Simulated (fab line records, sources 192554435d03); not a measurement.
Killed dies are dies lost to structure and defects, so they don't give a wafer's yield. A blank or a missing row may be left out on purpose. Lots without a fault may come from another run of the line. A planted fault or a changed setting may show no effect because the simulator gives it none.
Split-lot experiment | flow n5_finfet | 7 lots, 21 wafers read, on a route of 1938 steps

THE SPLIT
At N5_GATE_CUT_ALD_22 (deposits SiNx, target thk 16 nm, pulse time 1 s, ald cycles 320), the setting ald_cycles was moved away from the recipe's 320 on 5 of the 21 wafers read, by -14.7% to +15.0%. The other wafers ran this setting at the recipe's value.

The reading is taken at the split's own step.

THE READING
SiNx_of_GATE_CUT_ALD_22.thk_nm (the simulator's own value, which no gauge read), in nm, at N5_GATE_CUT_ALD_22 (deposits SiNx, target thk 16 nm, pulse time 1 s, ald cycles 320). The file gives no usual value for it. The 16 wafers here that ran the recipe average 16.0 nm, standard deviation 0.066 nm.

wafer  | tool, chamber at the split | ald_cycles as run | against the recipe | SiNx_of_GATE_CUT_ALD_22.thk_nm, nm | against lot-mates on the recipe
L081.3 | ald_sin-04, 3              | 351               | +9.7%              | 17.6                               | +1.6
L081.4 | ald_sin-04, 2,1            | 320               | recipe             | 16                                 | -
L081.6 | ald_sin-04, 2,1            | 320               | recipe             | 16                                 | -
L083.2 | ald_sin-01, 1,0            | 320               | recipe             | 16                                 | -
L083.4 | ald_sin-01, 1,0            | 320               | recipe             | 16                                 | -
L083.6 | ald_sin-01, 3              | 273               | -14.7%             | 13.6                               | -2.4
L087.2 | ald_sin-01, 3,3,0          | 320               | recipe             | 16                                 | -
L087.5 | ald_sin-01, 3,3,0          | 320               | recipe             | 16                                 | -
L087.6 | ald_sin-01, 3,3,0          | 320               | recipe             | 16                                 | -
L088.1 | ald_sin-01, 3              | 320               | recipe             | 16                                 | -
L088.3 | ald_sin-01, 1,3            | 320               | recipe             | 16.2                               | -
L088.5 | ald_sin-01, 1,3            | 320               | recipe             | 16.2                               | -
L089.1 | ald_sin-01, 1              | 368               | +15.0%             | 18.4                               | +2.4
L089.2 | ald_sin-01, 2,0            | 320               | recipe             | 16                                 | -
L089.5 | ald_sin-01, 2,0            | 320               | recipe             | 16                                 | -
L095.2 | ald_sin-01, 1,0            | 320               | recipe             | 16                                 | -
L095.4 | ald_sin-01, 1,0            | 320               | recipe             | 16                                 | -
L095.3 | ald_sin-01, 3              | 368               | +15.0%             | 18.4                               | +2.4
L097.3 | ald_sin-04, 3              | 320               | recipe             | 16                                 | -
L097.6 | ald_sin-04, 3              | 320               | recipe             | 16                                 | -
L097.5 | ald_sin-04, 0              | 348               | +8.7%              | 17.4                               | +1.4
Where a row lists several chambers, the file gives one row for several wafers and doesn't say which wafer went through which chamber.

THE FIT
A straight line over all 21 wafers: SiNx_of_GATE_CUT_ALD_22.thk_nm changes by +0.161 nm for each +1% of ald_cycles; r = +1.00; the points scatter about the line by 0.064 nm.
The same after taking each lot's own level away (the mean of its wafers on the recipe; 21 wafers): +0.162 nm for each +1%; r = +1.00; scatter 0.04 nm.
On that fit, the largest move of ald_cycles shifts the reading by 2.4 nm.
The lots' own levels span 16.00 to 16.13 nm, that is 2.0 times the standard deviation above.
So the lot-to-lot level changes the slope little: the two slopes agree.
Check: with one of the wafers moved furthest among these (+15.0%) left out of the fit, the line predicts +2.43 nm for it against its lot-mates. It came out at +2.4 nm against them.

OTHER SPLITS ON THESE WAFERS
These wafers also went through other splits before the reading. Each is held against what the fit with the lots' levels taken away leaves over:
other split on the same wafers            | wafers away from the commonest value | r with SiNx_of_GATE_CUT_ALD_22.thk_nm (lot level and that fit taken away)
N5_WELL_APT_COAT_19 spin_rpm              | 8                                    | +0.13
N5_PMOS_HMC_CHANNEL_EPI_PEB_07 peb_temp_c | 6                                    | -0.12
N5_FIN_SAQP_ETCH_65 time_s                | 9                                    | +0.01
N5_DUMMY_GATE_COAT_09 spin_rpm            | 3                                    | +0.04
N5_HKMG_FIN_COAT_41 spin_rpm              | 8                                    | +0.00
N5_HKMG_FIN_ETCH_54 source_w              | 2                                    | +0.02
N5_GATE_CUT_ETCH_56 icp_w                 | 5                                    | +0.10

THE WHOLE CHAIN: every reading that the file lists as answering this split, in the file's order
step               | what it does                                                    | reading                                                                         | change (the file's fit)                                                            | r (the file's)
N5_GATE_CUT_ALD_22 | deposits SiNx, target thk 16 nm, pulse time 1 s, ald cycles 320 | SiNx_of_GATE_CUT_ALD_22.thk_nm (the simulator's own value, which no gauge read) | +0.161 nm for each +1% of the setting                                              | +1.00
N5_GATE_CUT_CMP_23 | polishes, stops on SiO2, t overpolish 23.4 s, target thk 16 nm  | SiNx_of_GATE_CUT_ALD_22.thk_nm (the simulator's own value, which no gauge read) | not straight: 13.6 at the lowest setting, 16.02 at the recipe, 15.9 at the highest | not given

THE FILE'S OWN FIT
SiNx_of_GATE_CUT_ALD_22.thk_nm changes by +0.161 nm for each +1% of ald_cycles, r = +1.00.
